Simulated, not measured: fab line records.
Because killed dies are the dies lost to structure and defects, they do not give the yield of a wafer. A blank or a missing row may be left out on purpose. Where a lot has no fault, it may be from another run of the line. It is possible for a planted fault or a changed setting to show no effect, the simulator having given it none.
The tool behind it: which one? + flow nand_harc + 12 lots, 36 wafers sampled, at 4 steps of a route of 1302

## WHAT THE GAUGES SHOWED, per wafer
NHARC_A_M1_OVL_MEAS_10: pitch 240 nm.
| lot  | measured     | on         | overlay_x_nm (nm) | overlay_y_nm (nm) |
|------|--------------|------------|-------------------|-------------------|
| L621 | day 23 05:23 | overlay-02 | -0.5 -0.7 -0.3    | 1.4 1.7 1.5       |
| L619 | day 23 06:42 | overlay-02 | -0.4 0.2 0.2      | 0.4 1.0 1.0       |
| L622 | day 23 20:49 | overlay-01 | 0.3 -0.8 -0.2     | 0.7 1.1 0.7       |
| L623 | day 24 05:28 | overlay-01 | 0.4 0.2 0.0       | 0.5 1.3 0.9       |
| L624 | day 25 05:37 | overlay-02 | 1.0 1.5 1.5       | 0.6 1.0 1.0       |
| L625 | day 25 11:20 | overlay-01 | -0.3 -0.3 -0.6    | -0.2 -0.3 0.5     |
| L632 | day 27 19:59 | overlay-01 | -1.1 -1.1 -1.4    | 1.7 1.6 1.0       |
| L630 | day 27 21:30 | overlay-02 | -1.7 -1.6 -1.2    | 0.3 -0.2 0.0      |
| L638 | day 30 17:10 | overlay-02 | 38.7 39.0 39.9    | -1.3 -1.3 -1.2    |
| L639 | day 31 01:01 | overlay-02 | 39.8 39.4 40.0    | -1.1 -1.9 -1.4    |
| L640 | day 31 15:55 | overlay-01 | 0.5 -0.3 0.8      | -1.0 -0.7 -0.9    |
| L642 | day 32 10:58 | overlay-02 | -0.7 -0.4 -0.6    | -1.5 -1.2 -1.4    |

## EACH LOT AND THE TOOL THAT RAN IT (in order: tool; ch and the chambers of the sampled wafers; start)
| lot  | NHARC_A_M0_DEGAS_28          | NHARC_A_M0_DEP_32               | NHARC_A_M1_EXPOSE_06               |
|------|------------------------------|---------------------------------|------------------------------------|
| L621 | pvd_sputter-02, day 23 02:28 | pecvd-04 ch 1,2, day 23 04:11   | arfi_scanner-03 ch 0, day 23 05:09 |
| L619 | pvd_sputter-02, day 23 03:41 | pecvd-02 ch 0,1,2, day 23 05:25 | arfi_scanner-02 ch 0, day 23 06:28 |
| L622 | pvd_sputter-03, day 23 17:46 | pecvd-04 ch 0,1,2, day 23 19:29 | arfi_scanner-02 ch 0, day 23 20:36 |
| L623 | pvd_sputter-02, day 24 02:34 | pecvd-02 ch 1,2, day 24 04:17   | arfi_scanner-02 ch 0, day 24 05:14 |
| L624 | pvd_sputter-01, day 25 02:42 | pecvd-04 ch 0,1,2, day 25 04:26 | arfi_scanner-02 ch 0, day 25 05:23 |
| L625 | pvd_sputter-02, day 25 08:26 | pecvd-02 ch 1,2, day 25 10:09   | arfi_scanner-02 ch 0, day 25 11:07 |
| L632 | pvd_sputter-03, day 27 16:55 | pecvd-02 ch 0,1, day 27 18:52   | arfi_scanner-03 ch 0, day 27 19:46 |
| L630 | pvd_sputter-01, day 27 18:25 | pecvd-01 ch 0,1,2, day 27 20:09 | arfi_scanner-01 ch 0, day 27 21:16 |
| L638 | pvd_sputter-01, day 30 14:17 | pecvd-02 ch 0,1,2, day 30 15:59 | arfi_scanner-02 ch 0, day 30 16:57 |
| L639 | pvd_sputter-02, day 30 22:06 | pecvd-01 ch 0,2, day 30 23:51   | arfi_scanner-02 ch 0, day 31 00:47 |
| L640 | pvd_sputter-03, day 31 12:55 | pecvd-02 ch 1,2, day 31 14:42   | arfi_scanner-03 ch 0, day 31 15:42 |
| L642 | pvd_sputter-03, day 32 07:34 | pecvd-02 ch 0,1,2, day 32 09:46 | arfi_scanner-03 ch 0, day 32 10:45 |
- NHARC_A_M0_DEGAS_28: time 60 s.
- NHARC_A_M0_DEP_32: deposits SiCN, target thk 30 nm.
- NHARC_A_M1_EXPOSE_06: exposes mask A M1, target cd 120 nm.

## WHAT THE TOOLS THEMSELVES READ (means of the sampled wafers that have a number; where no wafer has one, the mark that the record gives instead)
NHARC_A_M0_DEGAS_28.
| lot  | tool           | heater_power_w (W) |
|------|----------------|--------------------|
| L621 | pvd_sputter-02 | 368                |
| L619 | pvd_sputter-02 | 365                |
| L622 | pvd_sputter-03 | 300                |
| L623 | pvd_sputter-02 | 360                |
| L624 | pvd_sputter-01 | 326                |
| L625 | pvd_sputter-02 | 362                |
| L632 | pvd_sputter-03 | 308                |
| L630 | pvd_sputter-01 | 335                |
| L638 | pvd_sputter-01 | 317                |
| L639 | pvd_sputter-02 | 357                |
| L640 | pvd_sputter-03 | 335                |
| L642 | pvd_sputter-03 | 346                |

NHARC_A_M0_DEP_32.
| lot  | tool     | heater_power_w (W) | rf_fwd_power_W (W) | showerhead_vpp_V (V) |
|------|----------|--------------------|--------------------|----------------------|
| L621 | pecvd-04 | 614                | 448.6              | 1354                 |
| L619 | pecvd-02 | 662                | 447.5              | 1253                 |
| L622 | pecvd-04 | 532                | 450.5              | 1369                 |
| L623 | pecvd-02 | 664                | 449.3              | 1286                 |
| L624 | pecvd-04 | 549                | 448.5              | 1341                 |
| L625 | pecvd-02 | 675                | 448.3              | 1287                 |
| L632 | pecvd-02 | 611                | 448.0              | 1221                 |
| L630 | pecvd-01 | 552                | 448.8              | 1320                 |
| L638 | pecvd-02 | 646                | 447.8              | 1251                 |
| L639 | pecvd-01 | 489                | 447.9              | 1283                 |
| L640 | pecvd-02 | 636                | 450.0              | 1302                 |
| L642 | pecvd-02 | 649                | 448.8              | 1263                 |

## THE ANSWER, worked out from the rows above alone
Rule: usual is defined by the lots themselves. The widest of any qualifying gaps counts: lots, ordered by their means at a reading, are off when they make up no more than a third of the lots, leave a main group of 4 or more, and stand apart from it by 3 or more times the standard deviation of that group's means. The tables above print the reading to a certain number of digits; a main group whose means all agree to those digits is not used. A lot without any number at a reading at which 4 lots or more have one is off too. All remaining lots with rows at the step are treated as sound. After the gauges, taken in route order, come the tools' own readings; for these a lot's mean is taken, as printed above. At the first step where some lot is off, the reading lying furthest off is the one used; lots without a number count as furthest.
Off: L638, L639 (NHARC_A_M1_OVL_MEAS_10, overlay_x_nm). The main group: mean -0.3 nm, standard deviation 0.76.
If a tool, at a process step before that reading, ran all the lots that are off and no sound lot after the first of them, it fits. Those tools and the gauges at NHARC_A_M1_OVL_MEAS_10 are tried in the same way. One fits: arfi_scanner-02 at NHARC_A_M1_EXPOSE_06. A fault onset in the window from L625 (day 25 11:07, its last sound lot) to L638 (day 30 16:57, its first lot off) fits.

## WHAT THE SIMULATOR HAD INSERTED
Scanner matching overlay: arfi_scanner-02, from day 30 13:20 on, at NHARC_A_M1_EXPOSE_06. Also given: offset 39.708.
Shown lots that were struck: L638, L639. Same finding as the rule above.
